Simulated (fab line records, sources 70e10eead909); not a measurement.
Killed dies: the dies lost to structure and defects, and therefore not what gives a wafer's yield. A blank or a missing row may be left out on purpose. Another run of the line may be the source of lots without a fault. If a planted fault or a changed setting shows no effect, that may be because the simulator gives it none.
Matching of chambers :: flow nandHarc :: 3 sister chambers for NHARC_A_STAIRCASE_DEP_417 on pecvd-01
The step deposits Si3N4, target thk 60 nm. 20 wafers are shown with their chamber, then 10 later ones without.

## WAFERS PAIRED WITH THEIR CHAMBERS
wafer: L074.1
chamber: 1
heaterPowerW (W): 673

wafer: L074.5
chamber: 2
heaterPowerW (W): 496

wafer: L074.6
chamber: 0
heaterPowerW (W): 755

wafer: L075.2
chamber: 1
heaterPowerW (W): 661

wafer: L075.4
chamber: 2
heaterPowerW (W): 527

wafer: L075.5
chamber: 0
heaterPowerW (W): 699

wafer: L077.3
chamber: 2
heaterPowerW (W): 557

wafer: L077.4
chamber: 1
heaterPowerW (W): 581

wafer: L077.5
chamber: 0
heaterPowerW (W): 740

wafer: L080.2
chamber: 2
heaterPowerW (W): 479

wafer: L080.3
chamber: 0
heaterPowerW (W): 763

wafer: L080.5
chamber: 2
heaterPowerW (W): 491

wafer: L081.3
chamber: 0
heaterPowerW (W): 720

wafer: L081.5
chamber: 2
heaterPowerW (W): 578

wafer: L081.6
chamber: 0
heaterPowerW (W): 726

wafer: L082.2
chamber: 2
heaterPowerW (W): 572

wafer: L082.4
chamber: 1
heaterPowerW (W): 665

wafer: L082.5
chamber: 0
heaterPowerW (W): 643

wafer: L088.1
chamber: 2
heaterPowerW (W): 539

wafer: L088.3
chamber: 0
heaterPowerW (W): 774

SIGNATURES (means of the wafers above)
reading: heaterPowerW
chamber 0: 727.50
chamber 1: 645.00
chamber 2: 529.88
scatter within a chamber: 40.6
Rule: a wafer lies at a distance from a chamber equal to the root of the sum of squares, over the readings, of (its reading less the chamber's mean, divided by the reading's scatter). The wafer belongs to the nearest chamber; if the next one is less than 2 further off, it can't be placed. The scatter: take each reading less its chamber's mean, square it, sum over the shown wafers, divide by the number of wafers less the number of chambers, and take the root.

## WAFERS WHOSE CHAMBER IS MISSING
wafer: L088.6
heaterPowerW (W): 550

wafer: L092.1
heaterPowerW (W): 690

wafer: L092.2
heaterPowerW (W): 535

wafer: L092.5
heaterPowerW (W): 539

wafer: L096.2
heaterPowerW (W): 836

wafer: L096.3
heaterPowerW (W): 527

wafer: L096.4
heaterPowerW (W): 668

wafer: L095.2
heaterPowerW (W): 542

wafer: L095.4
heaterPowerW (W): 798

wafer: L095.5
heaterPowerW (W): 634

## WHICH CHAMBER EACH ONE RAN IN
wafer: L088.6
from the rows above: can't be placed: 2 or 1
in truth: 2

wafer: L092.1
from the rows above: can't be placed: 0 or 1
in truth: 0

wafer: L092.2
from the rows above: 2
in truth: 2

wafer: L092.5
from the rows above: 2
in truth: 2

wafer: L096.2
from the rows above: 0
in truth: 0

wafer: L096.3
from the rows above: 2
in truth: 2

wafer: L096.4
from the rows above: can't be placed: 1 or 0
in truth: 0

wafer: L095.2
from the rows above: 2
in truth: 2

wafer: L095.4
from the rows above: 0
in truth: 0

wafer: L095.5
from the rows above: 1
in truth: 1
Correctly placed: 7 of 10. Cannot be placed on the basis of these rows: 3; the candidates contain the true chamber in 3. Placed wrongly: 0.
